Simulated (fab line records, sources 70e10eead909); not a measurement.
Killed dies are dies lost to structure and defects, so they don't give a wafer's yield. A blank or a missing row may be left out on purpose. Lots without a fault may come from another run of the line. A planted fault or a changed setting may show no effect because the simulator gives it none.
fab line records | flow nand_harc
record lots=12 wafers=36 last_day=24
route steps=1159 shown A_STAIRCASE@676 END@1159
lots that met no fault: from a run of the same line without faults
start_h: hours from the record's first day to the start of the lot's first wafer shown | wait_h: hours since the lot's step before | " the same as in the row above | L1.1+2: a row that stands for several wafers | - no value, or no start given | * or withheld: withheld | < > ~ a bound
route shown NAME@n: a module of which the file shows steps, and the number in the route of the first | usual: mean/standard deviation of fault-free wafers | same: alike in all rows | chamber/n: place in a boat | sites: the reading at each site | _std_site: their standard deviation | _edge_site: outer sites' mean less inner sites' | radius_mm: how far each site lies from the wafer's centre | mask NAME#n: copy n | behind: the tool/chamber that last shaped the wafer | hold: why the lot was held/for how many hours/how that ended | device: the transistor (n, p or np) that didn't switch | end of line: the same wafers' tests at the end of the route | a step without rows: its recipe alone | killed: dies lost to structure and defects at the first sort, not the wafer's yield | map: a wafer's dies, x killed, . not, _ none there
set.NAME: the setting as run; set.NAME@STEP: as run at that earlier step | model.NAME: the simulator's own value behind a step, which no gauge read
steps of the route over a sample of lots; a table a step, a row a wafer
services: from which hour (start_h, from the record's first day; less than 0 if before it) a tool's chamber was out of use, for how many hours, and why
## steps
# step NHARC_A_STAIRCASE_DEP_301
# recipe target_thk_a=300 target_thk_nm=30 temp_c=400 pressure_torr=3.5 flow_sccm=200 rf_w=350 material=SiON
# usual chamber_pressure_Torr=3.500/0.0075 heater_power_w=733/87
# columns lot.wafer tool chamber start_h wait_h chamber_pressure_Torr heater_power_w
L511.3 pecvd-03 1 265.87 1.0 3.505 684
L511.2 " 2 " " 3.503 746
L511.4 " 0 " " 3.496 771
L510.1 pecvd-02 2 269.46 1.6 3.500 868
L510.6 " 2 " " 3.501 861
L510.5 " 0 " " 3.493 628
L521.2 pecvd-01 2 336.58 1.3 3.491 758
L521.3 " 1 " " 3.503 896
L521.6 " 1 " " 3.486 877
L523.3 pecvd-01 0 337.88 1.0 3.493 653
L523.2 " 1 " " 3.496 871
L523.4 " 2 " " 3.488 720
L524.1 pecvd-01 1 339.98 1.6 3.487 867
L524.4 " 0 " " 3.508 794
L524.5 " 2 " " 3.496 837
L525.2 pecvd-02 0 350.72 1.3 3.501 634
L525.3 " 1 " " 3.506 603
L525.6 " 2 " " 3.507 764
L527.2 pecvd-03 2 354.40 1.2 3.494 752
L527.3 " 1 " " 3.502 776
L527.4 " 0 " " 3.513 647
L526.3 pecvd-01 0 354.70 1.0 3.501 758
L526.1 " 1 " " 3.489 836
L526.5 " 1 " " 3.488 822
L529.1 pecvd-02 1 365.97 1.6 3.513 622
L529.5 " 1 " " 3.506 626
L529.6 " 2 " " 3.511 684
L528.1 pecvd-02 2 371.96 1.5 3.500 743
L528.2 " 1 " " 3.516 661
L528.4 " 0 " " 3.497 628
L532.3 pecvd-02 0 396.67 1.1 3.503 659
L532.6 " 1 " " 3.494 574
L532.4 " 2 " " 3.493 869
L533.2 pecvd-02 2 400.99 1.3 3.494 833
L533.3 " 1 " " 3.494 591
L533.5 " 2 " " 3.497 848
# step NHARC_A_STAIRCASE_DESCUM_312
# recipe time_s=3 o2_flow_sccm=200 ar_flow_sccm=0 bias_power_w=0 chemistry=O2
# usual drypump_motor_current_A=5.65/0.26 oes_product_au=0.998/0.012 rf_vpp_V=57.8/0.84 showerhead_plenum_p_Torr=1.91/0.095 throttle_valve_pct=11.311/0.0091
# columns lot.wafer tool chamber start_h wait_h drypump_motor_current_A oes_product_au rf_hours_counter_h rf_vpp_V showerhead_plenum_p_Torr throttle_valve_pct
L511.4 rie_diel-04 0 266.82 - 6.01 0.991 52 57.0 1.86 11.318
L511.3 " 2 " " 5.53 1.007 54 57.1 1.88 11.320
L511.2 " 3 " " 5.23 0.996 55 56.3 1.83 11.299
L510.1 rie_diel-06 1 270.44 - 6.07 0.988 7 58.0 1.92 11.295
L510.6 " 1 " " 6.09 1.000 - 57.3 1.92 11.307
L510.5 " 2 " " 6.02 1.005 - 56.8 1.84 11.306
L521.2 rie_diel-05 1 337.46 - 5.44 1.011 60 56.8 1.88 11.326
L521.3 " 2 " " 5.73 1.016 59 56.7 2.01 11.310
L521.6 " 1 " " 5.43 1.004 - 58.4 1.88 11.303
L523.2 rie_diel-06 1 338.86 - 6.03 0.979 35 56.8 1.91 11.327
L523.3 " 3 " " 5.75 0.979 32 57.8 2.00 11.315
L523.4 " 0 " " 5.41 1.002 34 57.1 1.77 11.300
L524.1 rie_diel-05 3 340.94 - 5.40 0.998 55 59.7 2.06 11.297
L524.5 " 1 " " 5.43 1.006 - 57.1 1.88 11.323
L524.4 " 2 " " 5.74 0.990 - 59.7 2.01 11.304
L525.3 rie_diel-06 0 351.72 - 5.45 1.003 39 58.1 1.77 11.308
L525.2 " 3 " " 5.75 0.985 37 57.1 2.00 11.314
L525.6 " 0 " " 5.40 1.007 - 57.9 1.77 11.310
L527.2 rie_diel-04 1 355.39 - 5.76 1.015 23 58.2 2.05 11.328
L527.3 " 2 " " 5.52 0.987 23 57.6 1.87 11.305
L527.4 " 0 " " 6.01 1.002 22 57.8 1.85 11.306
L526.1 rie_diel-06 1 355.66 - 6.09 0.999 41 58.9 1.91 11.295
L526.3 " 2 " " 6.03 0.982 39 57.4 1.83 11.308
L526.5 " 1 " " 6.08 0.983 - 57.6 1.91 11.308
L529.1 rie_diel-04 2 366.96 - 5.53 0.983 27 59.5 1.87 11.308
L529.6 " 0 " " 5.99 1.000 - 58.0 1.85 11.323
L529.5 " 1 " " 5.79 1.015 - 58.7 2.05 11.317
L528.2 rie_diel-04 3 372.96 - 5.22 0.998 26 57.4 1.82 11.306
L528.4 " 0 " " 6.01 1.008 26 57.8 1.85 11.301
L528.1 " 1 " " 5.81 1.013 28 57.0 2.05 11.305
L532.4 rie_diel-04 1 397.67 - 5.78 1.024 37 59.7 2.04 11.305
L532.3 " 2 " " 5.53 0.973 38 57.9 1.87 11.301
L532.6 " 0 " " 6.01 1.005 - 57.9 1.85 11.304
L533.2 rie_diel-06 3 401.97 - 5.73 0.989 58 58.4 1.99 11.305
L533.3 " 0 " " 5.44 1.009 60 57.9 1.76 11.314
L533.5 " 0 " " 5.40 1.001 - 57.5 1.76 11.318
# step NHARC_A_STAIRCASE_ETCH_453
# recipe target_depth_a=300 overetch_a=30 time_s=16.5 ion_energy_ev=100 cf4_flow_sccm=80 o2_flow_sccm=20 ar_flow_sccm=0 rf_w=300 bias_w=100 chemistry=CF4/O2
# usual cf4_flow_sccm=80.03/0.23 drypump_motor_current_A=5.65/0.26 oes_f_703_au=1.000/0.0049 oes_o_777_au=1.000/0.005 oes_product_au=0.998/0.013 rf_vpp_V=197.8/1.7 showerhead_plenum_p_Torr=1.33/0.066 throttle_valve_pct=13.398/0.0098
# columns lot.wafer tool chamber start_h wait_h cf4_flow_sccm drypump_motor_current_A oes_f_703_au oes_o_777_au oes_product_au rf_hours_counter_h rf_vpp_V showerhead_plenum_p_Torr throttle_valve_pct
L511.4 rie_diel-04 3 267.37 - 80.48 5.24 0.999 0.994 0.996 55 197.5 1.28 13.396
L511.2 " 0 " " 80.20 6.01 0.998 0.994 0.985 53 196.9 1.30 13.398
L511.3 " 1 " " 80.07 5.76 0.992 0.998 0.978 54 200.4 1.43 13.423
L510.1 rie_diel-06 0 271.56 - 80.09 5.41 1.002 0.986 1.008 8 195.6 1.24 13.398
L510.5 " 2 " " 80.39 6.05 0.989 1.000 0.995 - 196.7 1.28 13.383
L510.6 " 3 " " 80.12 5.74 0.994 0.998 0.976 - 199.2 1.40 13.392
L521.3 rie_diel-05 1 338.11 - 79.60 5.42 1.003 0.992 1.010 60 195.5 1.31 13.391
L521.2 " 2 " " 79.69 5.72 1.000 0.998 1.012 60 198.3 1.40 13.409
L521.6 " 0 " " 40.07 5.61 1.131 2.032 0.976 - 196.8 0.87 10.381
L523.4 rie_diel-06 0 339.47 - 80.18 5.41 1.002 0.991 1.014 34 195.6 1.24 13.400
L523.2 " 2 " " 80.04 6.04 1.002 1.009 0.991 33 196.4 1.28 13.408
L523.3 " 3 " " 79.98 5.74 0.993 1.000 0.989 32 199.1 1.39 13.398
L524.1 rie_diel-05 1 341.63 - 80.07 5.42 1.014 1.002 1.006 61 196.9 1.31 13.405
L524.5 " 2 " " 80.00 5.73 0.992 0.997 1.001 - 199.5 1.40 13.408
L524.4 " 1 " " 80.11 5.41 1.004 1.000 1.007 - 197.3 1.31 13.395
L525.3 rie_diel-06 3 352.29 - 80.27 5.72 0.999 1.005 0.983 38 199.7 1.39 13.396
L525.2 " 1 " " 79.97 6.09 0.994 1.001 0.989 40 198.9 1.33 13.378
L525.6 " 0 " " 79.80 5.40 0.994 1.004 1.011 - 194.2 1.24 13.382
L527.4 rie_diel-04 0 355.93 - 80.44 5.98 1.004 0.997 1.009 22 197.6 1.29 13.383
L527.2 " 1 " " 79.80 5.76 0.998 0.994 1.024 23 200.4 1.43 13.412
L527.3 " 3 " " 80.06 5.24 0.995 1.002 1.020 22 196.5 1.27 13.394
L526.1 rie_diel-06 0 356.21 - 79.54 5.42 0.993 1.000 0.999 40 196.8 1.24 13.412
L526.3 " 2 " " 79.80 6.05 0.999 1.004 0.989 39 196.5 1.28 13.395
L526.5 " 0 " " 79.94 5.41 1.000 0.994 1.006 - 194.8 1.24 13.378
L529.1 rie_diel-04 3 367.53 - 80.45 5.22 1.005 0.996 1.005 25 198.7 1.27 13.395
L529.6 " 1 " " 80.18 5.77 0.996 1.001 1.014 - 199.5 1.43 13.386
L529.5 " 2 " " 79.83 5.49 0.998 0.998 0.993 - 197.2 1.30 13.401
L528.1 rie_diel-04 0 373.49 - 80.22 6.01 0.999 0.994 1.003 26 197.2 1.29 13.409
L528.2 " 1 " " 79.78 5.76 0.999 0.994 1.023 28 199.4 1.43 13.398
L528.4 " 2 " " 79.91 5.52 0.992 1.009 0.991 28 196.9 1.30 13.377
L532.4 rie_diel-04 3 398.22 - 80.04 5.23 1.007 1.000 1.008 38 195.9 1.27 13.396
L532.3 " 1 " " 80.36 5.77 0.991 0.993 1.019 37 200.9 1.42 13.407
L532.6 " 0 " " 80.19 6.01 1.004 1.005 1.011 - 196.6 1.29 13.415
L533.3 rie_diel-06 2 402.70 - 79.77 6.03 0.997 1.004 0.994 59 197.2 1.27 13.397
L533.2 " 3 " " 79.83 5.75 1.001 0.999 0.989 58 199.4 1.39 13.413
L533.5 " 0 " " 80.04 5.42 1.011 0.998 1.006 - 195.9 1.23 13.385
# step NHARC_A_STAIRCASE_DEP_417
# recipe target_thk_a=600 step_coverage_pct=20 temp_c=400 target_thk_nm=60 flow_sccm=200 rf_w=450 material=Si3N4
# usual heater_power_w=705/91
# columns lot.wafer tool chamber start_h wait_h heater_power_w
L511.3 pecvd-01 0 271.47 - 661
L511.2 " 1 " " 862
L511.4 " 2 " " 790
L510.1 pecvd-01 1 275.31 - 812
L510.5 " 2 " " 769
L510.6 " 1 " " 852
L521.3 pecvd-03 1 341.77 - 659
L521.2 " 0 " " 738
L521.6 " 1 " " 632
L523.2 pecvd-01 2 343.12 - 687
L523.3 " 0 " " 683
L523.4 " 0 " " 711
L524.1 pecvd-01 1 345.48 - 857
L524.5 " 0 " " 664
L524.4 " 2 " " 667
L525.3 pecvd-01 2 355.92 - 763
L525.2 " 0 " " 721
L525.6 " 0 " " 759
L527.2 pecvd-03 0 359.48 - 692
L527.3 " 2 " " 651
L527.4 " 1 " " 632
L526.1 pecvd-01 2 359.79 - 719
L526.3 " 1 " " 867
L526.5 " 1 " " 864
L529.1 pecvd-02 1 371.13 - 520
L529.6 " 1 " " 527
L529.5 " 0 " " 595
L528.1 pecvd-01 1 377.54 - 814
L528.2 " 0 " " 623
L528.4 " 1 " " 799
L532.3 pecvd-01 2 401.88 - 744
L532.4 " 0 " " 694
L532.6 " 1 " " 846
L533.3 pecvd-03 1 407.92 - 716
L533.2 " 2 " " 706
L533.5 " 2 " " 718
# step NHARC_END_SORT_01
# recipe temp_c=25
# usual killed_at_array=24/8.4 killed_at_other=0.7/1.1 killed_at_periphery=2.9/1.7 killed_dies=27/8.6 killed_open=3.3/1.8 killed_short=1.8/1.4
# same gross_dies=677
# columns lot.wafer tool chamber start_h wait_h killed_at_array killed_at_other killed_at_periphery killed_dies killed_open killed_short
L510.1 prober-01 0 455.42 2.5 23 0 3 26 4 0
L510.5 prober-01 0 458.58 3.7 29 0 1 30 4 2
L510.6 prober-01 0 459.37 3.9 14 0 1 15 1 1
L511.2 prober-02 0 458.92 2.8 25 0 6 31 5 0
L511.3 prober-02 0 459.72 3.1 34 2 1 37 2 5
L511.4 prober-02 0 460.52 3.4 24 0 2 26 4 1
L521.2 prober-02 0 508.69 2.8 17 1 4 22 4 0
L521.3 prober-02 0 509.49 3.1 22 0 3 25 1 0
L521.6 prober-02 0 511.89 4.0 21 0 2 23 5 0
L523.2 prober-01 0 508.73 2.8 29 4 1 34 1 4
L523.3 prober-01 0 509.52 3.1 22 0 2 24 2 0
L523.4 prober-01 0 510.31 3.4 26 1 4 31 4 1
L524.1 prober-01 0 515.60 2.4 30 5 2 37 4 2
L524.4 prober-01 0 518.01 3.4 37 3 3 43 5 2
L524.5 prober-01 0 518.81 3.7 29 5 4 38 4 2
L525.2 prober-02 0 516.51 2.8 12 0 6 18 3 4
L525.3 prober-02 0 517.30 3.1 16 0 1 17 8 1
L525.6 prober-02 0 519.67 3.9 13 0 4 17 3 0
L526.1 prober-02 0 538.34 2.5 29 0 2 31 5 0
L526.3 prober-02 0 539.94 3.1 37 0 2 39 7 0
L526.5 prober-02 0 541.55 3.7 37 1 1 39 2 1
L529.1 prober-01 0 549.41 2.6 24 0 5 29 1 2
L529.5 prober-01 0 552.61 3.7 34 1 2 37 3 2
L529.6 prober-01 0 553.42 4.0 21 0 4 25 4 0
L528.1 prober-01 0 557.15 2.4 31 1 6 38 8 0
L528.2 prober-01 0 557.95 2.8 31 0 3 34 3 3
L528.4 prober-01 0 559.53 3.4 27 0 7 34 4 3
L527.2 prober-02 0 557.98 2.8 26 2 1 29 5 3
L527.3 prober-02 0 558.78 3.1 32 0 2 34 4 2
L527.4 prober-02 0 559.58 3.4 30 1 1 32 2 1
L533.2 prober-02 0 574.28 2.8 15 0 3 18 2 2
L533.3 prober-02 0 575.08 3.1 25 1 3 29 3 0
L533.5 prober-02 0 576.69 3.7 16 1 1 18 2 1
L532.3 prober-01 0 576.64 3.1 17 0 3 20 3 3
L532.4 prober-01 0 577.44 3.4 13 0 7 20 3 4
L532.6 prober-01 0 579.02 4.0 12 0 3 15 3 2
# killed by level:class
L510.1 A_SLIT:chamber_film_flake=12 A_CONTACT:chamber_film_flake=4 A_WL_FILL:geometric_particle:open=2 P_STI:chamber_film_flake=2 A_STAIRCASE:chamber_film_flake=2 A_STAIRCASE:geometric_particle:open=1 A_M0:geometric_particle:open=1 P_GATE:chamber_film_flake=1
L510.5 A_SLIT:chamber_film_flake=16 A_STAIRCASE:chamber_film_flake=3 A_CONTACT:chamber_film_flake=3 A_ONON_D1:geometric_particle:open=1 A_SGD_CUT:geometric_particle:short=1 A_WL_FILL:geometric_particle:short=1 A_CONTACT:geometric_particle:open=1 A_BLC:geometric_particle:open=1
L511.2 A_CHANNEL_HOLE_D1:chamber_film_flake=7 A_CONTACT:chamber_film_flake=7 A_STAIRCASE:chamber_film_flake=6 A_CONTACT:geometric_particle:open=2 P_STI:chamber_film_flake=2 A_ZERO_WELL:chamber_film_flake=2 P_STI:geometric_particle:open=1 P_GATE:geometric_particle:open=1
L510.6 A_SLIT:chamber_film_flake=5 A_CHANNEL_HOLE_D1:chamber_film_flake=3 A_CONTACT:chamber_film_flake=3 A_ONON_D1:geometric_particle:short=1 A_BLC:geometric_particle:open=1 P_STI:chamber_film_flake=1 A_STAIRCASE:chamber_film_flake=1
L511.3 A_CHANNEL_HOLE_D1:chamber_film_flake=12 A_STAIRCASE:chamber_film_flake=8 A_CONTACT:chamber_film_flake=6 A_ONON_D1:geometric_particle:short=2 A_SLIT:chamber_film_flake=2 P_STI:geometric_particle:open=1 A_WL_FILL:geometric_particle:short=1 A_CONTACT:geometric_particle:short=1
L511.4 A_STAIRCASE:chamber_film_flake=8 A_CHANNEL_HOLE_D1:chamber_film_flake=7 A_SLIT:chamber_film_flake=3 P_M0:geometric_particle:open=2 A_ZERO_WELL:chamber_film_flake=2 A_STAIRCASE:geometric_particle:short=1 A_WL_FILL:geometric_particle:open=1 A_CONTACT:geometric_particle:open=1
L521.2 A_SLIT:chamber_film_flake=5 A_CONTACT:chamber_film_flake=4 A_CHANNEL_HOLE_D1:chamber_film_flake=3 A_CONTACT:geometric_particle:open=2 P_GATE:chamber_film_flake=2 P_M2:chamber_film_flake=2 A_CHANNEL_FILL_D1:chamber_film_flake=2 A_WL_FILL:geometric_particle:open=1
L523.2 A_CHANNEL_HOLE_D1:chamber_film_flake=14 A_CONTACT:chamber_film_flake=7 THIN_TSV:chamber_film_flake=4 A_WL_FILL:chamber_film_flake=2 P_STI:geometric_particle:short=1 A_CHANNEL_FILL_D1:geometric_particle:short=1 A_WL_FILL:geometric_particle:short=1 A_CONTACT:geometric_particle:open=1
L521.3 A_SLIT:chamber_film_flake=11 A_CONTACT:chamber_film_flake=4 A_CHANNEL_HOLE_D1:chamber_film_flake=3 A_CHANNEL_FILL_D1:chamber_film_flake=2 A_STAIRCASE:chamber_film_flake=2 P_CONTACT:geometric_particle:open=1 P_STI:chamber_film_flake=1 P_M1:chamber_film_flake=1
L523.3 A_CHANNEL_HOLE_D1:chamber_film_flake=14 A_CHANNEL_FILL_D1:chamber_film_flake=2 A_CONTACT:chamber_film_flake=2 P_M2:geometric_particle:open=1 A_CHANNEL_FILL_D1:geometric_particle:open=1 P_STI:chamber_film_flake=1 A_ZERO_WELL:chamber_film_flake=1 A_SLIT:chamber_film_flake=1
L523.4 A_CHANNEL_HOLE_D1:chamber_film_flake=16 P_ZERO_WELL:chamber_film_flake=2 A_CONTACT:chamber_film_flake=2 P_GATE:geometric_particle:open=1 A_ONON_D1:geometric_particle:open=1 A_ONON_D1:geometric_particle:short=1 A_SGD_CUT:geometric_particle:open=1 A_CONTACT:geometric_particle:open=1
L521.6 A_SLIT:chamber_film_flake=7 A_CONTACT:chamber_film_flake=5 A_CHANNEL_HOLE_D1:geometric_particle:open=2 A_CHANNEL_HOLE_D1:chamber_film_flake=2 A_STAIRCASE:chamber_film_flake=2 A_CONTACT:geometric_particle:open=1 A_BLC:geometric_particle:open=1 A_M1:geometric_particle:open=1
L524.1 A_CHANNEL_HOLE_D1:chamber_film_flake=17 THIN_TSV:chamber_film_flake=5 A_STAIRCASE:chamber_film_flake=3 A_CONTACT:chamber_film_flake=3 A_ZERO_WELL:chamber_film_flake=2 P_M1:geometric_particle:open=1 A_ONON_D1:geometric_particle:short=1 A_WL_FILL:geometric_particle:open=1
L525.2 P_GATE:chamber_film_flake=3 A_CHANNEL_HOLE_D1:chamber_film_flake=3 A_SOURCE_PLATE:geometric_particle:short=2 A_BLC:geometric_particle:open=2 A_CONTACT:chamber_film_flake=2 P_CONTACT:geometric_particle:short=1 P_M1:geometric_particle:open=1 A_WL_FILL:geometric_particle:short=1
L525.3 A_CHANNEL_HOLE_D1:chamber_film_flake=6 A_CONTACT:geometric_particle:open=4 P_M1:geometric_particle:open=1 A_ONON_D1:geometric_particle:short=1 A_CHANNEL_HOLE_D1:geometric_particle:open=1 A_WL_FILL:geometric_particle:open=1 A_M0:geometric_particle:open=1 A_CHANNEL_FILL_D1:chamber_film_flake=1
L524.4 A_CHANNEL_HOLE_D1:chamber_film_flake=22 A_CONTACT:chamber_film_flake=5 THIN_TSV:chamber_film_flake=3 A_CHANNEL_FILL_D1:chamber_film_flake=2 A_STAIRCASE:chamber_film_flake=2 P_M0:geometric_particle:open=1 P_M2:geometric_particle:open=1 A_CHANNEL_HOLE_D1:geometric_particle:short=1
L524.5 A_CHANNEL_HOLE_D1:chamber_film_flake=19 THIN_TSV:chamber_film_flake=5 P_CONTACT:geometric_particle:open=2 A_WL_FILL:geometric_particle:short=2 A_ZERO_WELL:chamber_film_flake=2 A_CHANNEL_FILL_D1:chamber_film_flake=2 A_CHANNEL_HOLE_D1:geometric_particle:open=1 A_CONTACT:geometric_particle:open=1
L525.6 A_CHANNEL_HOLE_D1:chamber_film_flake=5 P_GATE:chamber_film_flake=4 A_CONTACT:chamber_film_flake=3 A_ONON_D1:geometric_particle:open=1 A_WL_FILL:geometric_particle:open=1 A_CONTACT:geometric_particle:open=1 A_CHANNEL_FILL_D1:chamber_film_flake=1 A_STAIRCASE:chamber_film_flake=1
L526.1 A_SLIT:chamber_film_flake=14 A_STAIRCASE:chamber_film_flake=5 A_CHANNEL_HOLE_D1:chamber_film_flake=3 A_CONTACT:chamber_film_flake=3 P_M0:geometric_particle:open=1 A_ONON_D1:geometric_particle:open=1 A_WL_FILL:geometric_particle:open=1 A_CONTACT:geometric_particle:open=1
L526.3 A_SLIT:chamber_film_flake=21 A_CHANNEL_HOLE_D1:chamber_film_flake=8 A_ONON_D1:geometric_particle:open=3 A_STAIRCASE:chamber_film_flake=2 P_GATE:geometric_particle:open=1 P_M0:geometric_particle:open=1 A_SGD_CUT:geometric_particle:open=1 A_CONTACT:geometric_particle:open=1
L526.5 A_SLIT:chamber_film_flake=20 A_STAIRCASE:chamber_film_flake=5 A_CHANNEL_HOLE_D1:chamber_film_flake=4 A_CONTACT:chamber_film_flake=4 A_CONTACT:geometric_particle:open=1 A_CONTACT:geometric_particle:short=1 A_BLC:geometric_particle:open=1 P_M1:chamber_film_flake=1
L529.1 A_SLIT:chamber_film_flake=13 A_CHANNEL_HOLE_D1:chamber_film_flake=6 P_M0:chamber_film_flake=2 A_CONTACT:chamber_film_flake=2 P_M1:geometric_particle:short=1 A_SGD_CUT:geometric_particle:short=1 A_BLC:geometric_particle:open=1 P_GATE:chamber_film_flake=1
L529.5 A_SLIT:chamber_film_flake=16 A_CHANNEL_HOLE_D1:chamber_film_flake=8 A_CONTACT:chamber_film_flake=5 A_CONTACT:geometric_particle:open=2 A_STAIRCASE:chamber_film_flake=2 P_M0:geometric_particle:short=1 A_M0:geometric_particle:open=1 STARTING-WAFER:geometric_particle:short=1
L529.6 A_CHANNEL_HOLE_D1:chamber_film_flake=7 A_CONTACT:chamber_film_flake=6 A_SLIT:chamber_film_flake=5 P_M0:chamber_film_flake=2 P_M1:geometric_particle:open=1 A_SGD_CUT:geometric_particle:open=1 A_CONTACT:geometric_particle:open=1 A_BLC:geometric_particle:open=1
L528.1 A_CHANNEL_HOLE_D1:chamber_film_flake=19 A_CONTACT:chamber_film_flake=5 P_M0:geometric_particle:open=2 A_WL_FILL:geometric_particle:open=2 P_GATE:chamber_film_flake=2 P_M0:chamber_film_flake=2 A_CHANNEL_FILL_D1:geometric_particle:open=1 A_CONTACT:geometric_particle:open=1
L528.2 A_CHANNEL_HOLE_D1:chamber_film_flake=20 A_CONTACT:chamber_film_flake=4 A_WL_FILL:geometric_particle:short=2 A_STAIRCASE:chamber_film_flake=2 P_M1:geometric_particle:short=1 A_CHANNEL_FILL_D1:geometric_particle:open=1 A_WL_FILL:geometric_particle:open=1 A_CONTACT:geometric_particle:open=1
L527.2 A_CHANNEL_HOLE_D1:chamber_film_flake=10 A_WL_FILL:chamber_film_flake=5 A_STAIRCASE:chamber_film_flake=3 A_CONTACT:geometric_particle:open=2 A_CONTACT:chamber_film_flake=2 P_BONDPAD:geometric_particle:open=1 A_ONON_D1:geometric_particle:short=1 A_SGD_CUT:geometric_particle:open=1
L527.3 A_CHANNEL_HOLE_D1:chamber_film_flake=20 A_CONTACT:chamber_film_flake=4 P_M0:geometric_particle:open=1 A_SOURCE_PLATE:geometric_particle:open=1 A_ONON_D1:geometric_particle:short=1 A_WL_FILL:geometric_particle:open=1 A_WL_FILL:geometric_particle:short=1 A_BLC:geometric_particle:open=1
L528.4 A_CHANNEL_HOLE_D1:chamber_film_flake=18 P_GATE:chamber_film_flake=3 A_CHANNEL_HOLE_D1:geometric_particle:open=2 P_M0:chamber_film_flake=2 A_STAIRCASE:chamber_film_flake=2 P_M0:geometric_particle:short=1 P_M0:geometric_particle:open=1 A_ONON_D1:geometric_particle:short=1
L527.4 A_CHANNEL_HOLE_D1:chamber_film_flake=21 A_STAIRCASE:chamber_film_flake=3 A_CONTACT:chamber_film_flake=3 P_M0:geometric_particle:open=1 A_SOURCE_PLATE:geometric_particle:open=1 A_SGD_CUT:geometric_particle:short=1 A_WL_FILL:chamber_film_flake=1 THIN_TSV:chamber_film_flake=1
L533.2 A_CHANNEL_HOLE_D1:chamber_film_flake=5 A_CONTACT:chamber_film_flake=4 P_ZERO_WELL:chamber_film_flake=3 A_STAIRCASE:chamber_film_flake=2 A_CHANNEL_HOLE_D1:geometric_particle:open=1 A_M0:geometric_particle:short=1 A_M0:geometric_particle:open=1 A_M1:geometric_particle:short=1
L533.3 A_CHANNEL_HOLE_D1:chamber_film_flake=12 A_CONTACT:chamber_film_flake=8 P_ZERO_WELL:chamber_film_flake=3 A_WL_FILL:geometric_particle:open=2 A_STAIRCASE:chamber_film_flake=2 A_CHANNEL_FILL_D1:geometric_particle:open=1 THIN_TSV:chamber_film_flake=1
L532.3 A_CHANNEL_HOLE_D1:chamber_film_flake=7 A_CONTACT:chamber_film_flake=4 A_ONON_D1:geometric_particle:short=2 P_M2:chamber_film_flake=2 P_STI:geometric_particle:open=1 A_WL_FILL:geometric_particle:short=1 A_CONTACT:geometric_particle:open=1 A_M0:geometric_particle:open=1
L533.5 A_CHANNEL_HOLE_D1:chamber_film_flake=6 A_STAIRCASE:chamber_film_flake=4 A_CONTACT:chamber_film_flake=3 A_SLIT:geometric_particle:open=1 A_WL_FILL:geometric_particle:short=1 A_WL_FILL:geometric_particle:open=1 P_ZERO_WELL:chamber_film_flake=1 THIN_TSV:chamber_film_flake=1
L532.4 P_M2:chamber_film_flake=5 A_CONTACT:chamber_film_flake=4 A_CHANNEL_HOLE_D1:chamber_film_flake=3 P_CONTACT:geometric_particle:short=1 P_M2:geometric_particle:open=1 A_ONON_D1:geometric_particle:open=1 A_ONON_D1:geometric_particle:short=1 A_CHANNEL_HOLE_D1:geometric_particle:short=1
L532.6 A_CONTACT:chamber_film_flake=4 P_M2:chamber_film_flake=2 A_CHANNEL_HOLE_D1:chamber_film_flake=2 P_CONTACT:geometric_particle:open=1 A_SOURCE_PLATE:geometric_particle:short=1 A_CHANNEL_FILL_D1:geometric_particle:short=1 A_WL_FILL:geometric_particle:open=1 A_CONTACT:geometric_particle:open=1
## services
# columns tool chamber start_h hours kind
rie_diel-04 0 243.70 - clean
rie_diel-04 1 243.70 - clean
rie_diel-04 2 243.70 - clean
rie_diel-04 3 243.70 - clean
pecvd-01 0 250.00 - clean
pecvd-01 1 250.00 - clean
pecvd-01 2 250.00 - clean
rie_diel-06 0 250.21 - clean
rie_diel-06 1 250.21 - clean
rie_diel-06 2 250.21 - clean
rie_diel-06 2 250.21 - consumable_replace:focus_ring
rie_diel-06 3 250.21 - clean
rie_diel-04 0 268.20 - clean
rie_diel-04 1 268.20 - clean
rie_diel-05 3 286.36 12.1 repair
rie_diel-04 - 288.99 9.0 pm
pecvd-03 - 292.00 13.0 pm
pecvd-01 - 319.09 1.2 repair
pecvd-02 - 334.00 13.0 pm
rie_diel-05 - 348.55 9.0 pm
pecvd-01 - 392.67 6.3 repair
rie_diel-06 1 401.58 7.4 repair
pecvd-02 2 403.67 6.9 repair
rie_diel-04 1 406.37 17.4 repair
## key
first_sign step=NHARC_A_STAIRCASE_ETCH_453 reading=throttle_valve_pct direction=down sigmas=99+ usual=13.398 struck=10.381
effect step=NHARC_A_STAIRCASE_ETCH_453 reading=oes_o_777_au direction=up sigmas=99+ usual=1.000 struck=2.032
met_at NHARC_A_STAIRCASE_ETCH_453
struck_lots L521
struck_wafers L521.6
tester_left_out L521
not_acting_at NHARC_A_STAIRCASE_DEP_301,NHARC_A_STAIRCASE_DESCUM_312,NHARC_A_STAIRCASE_DEP_417
fault kind=process_parameter_drift tool=rie_diel-05 chamber=0 onset_h=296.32 steps=NHARC_A_STAIRCASE_ETCH_453 channel=cf4_flow_sccm offset=-40 shape=step end_h=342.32 acts_in=these_recipes_only stated=80
# tester_left_out: of these lots the tester's yield and bins aren't shown, on N5 and GAA mostly nor the transistor test; their killed dies are dies lost to structure and defects alone, not to doping, threshold or leakage, so they don't give the yield
